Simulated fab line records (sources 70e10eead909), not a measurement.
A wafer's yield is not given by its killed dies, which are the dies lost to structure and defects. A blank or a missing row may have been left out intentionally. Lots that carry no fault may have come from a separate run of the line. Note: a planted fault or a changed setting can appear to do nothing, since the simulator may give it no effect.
Matching of chambers -- flow nand-harc -- NHARC_P_GATE_DESCUM_93 on rie-diel-01 has 4 sister chambers
The step chemistry O2, time 3 s. 16 wafers are shown with their chamber, then 8 later ones without.

## EACH WAFER AND ITS CHAMBER
wafer,chamber,drypump-motor-current-A (A),oes-product-au (a.u.),throttle-valve-pct (%)
L075.3,2,5.3,1.008,11.294
L075.4,0,6.0,0.998,11.315
L075.6,3,5.6,1.013,11.302
L079.2,0,6.0,0.985,11.302
L079.3,1,5.3,1.006,11.312
L079.6,0,6.0,0.998,11.300
L080.1,1,5.3,1.007,11.300
L080.2,2,5.3,0.997,11.307
L080.4,0,5.9,1.010,11.300
L082.3,1,5.4,1.027,11.292
L082.5,3,5.7,1.006,11.310
L082.6,2,5.3,1.015,11.290
L083.2,0,6.0,1.005,11.310
L083.3,2,5.3,1.007,11.309
L083.4,3,5.7,1.005,11.324
L087.1,0,6.0,0.997,11.305

SIGNATURES, as means of the wafers listed above
reading,chamber 0,chamber 1,chamber 2,chamber 3,scatter within a chamber
drypump-motor-current-A,5.983,5.333,5.300,5.667,0.0425
oes-product-au,0.99883,1.01333,1.00675,1.00800,0.00838
throttle-valve-pct,11.30533,11.30133,11.30000,11.31200,0.00866
Rule: distance of a wafer from a chamber = root of the sum over the readings of ((wafer's reading minus chamber's mean) / reading's scatter) squared. The wafer belongs to the nearest chamber; if the next one is less than 2 further off, it can't be placed. The scatter: the root of (the sum of the squares of (reading less its chamber's mean) over the shown wafers, divided by (wafers less chambers)).

## WAFERS WITHOUT THEIR CHAMBER
wafer,drypump-motor-current-A (A),oes-product-au (a.u.),throttle-valve-pct (%)
L087.4,5.3,0.999,11.301
L087.6,5.3,1.006,11.291
L092.3,5.3,1.025,11.315
L092.4,5.3,1.007,11.317
L092.6,5.3,1.001,11.309
L094.1,6.0,1.013,11.323
L094.2,5.3,1.013,11.322
L094.5,5.3,1.007,11.316

## WHICH CHAMBER EACH ONE RAN IN
wafer,from the rows above,in truth
L087.4,can't be placed: 2 or 1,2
L087.6,can't be placed: 2 or 1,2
L092.3,can't be placed: 1 or 2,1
L092.4,can't be placed: 2 or 1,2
L092.6,can't be placed: 2 or 1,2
L094.1,0,0
L094.2,can't be placed: 1 or 2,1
L094.5,can't be placed: 2 or 1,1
Correctly placed: 1 of 8. From these rows, 7 cannot be placed; in 7 the true chamber is one of the candidates. Number placed wrongly: 0.
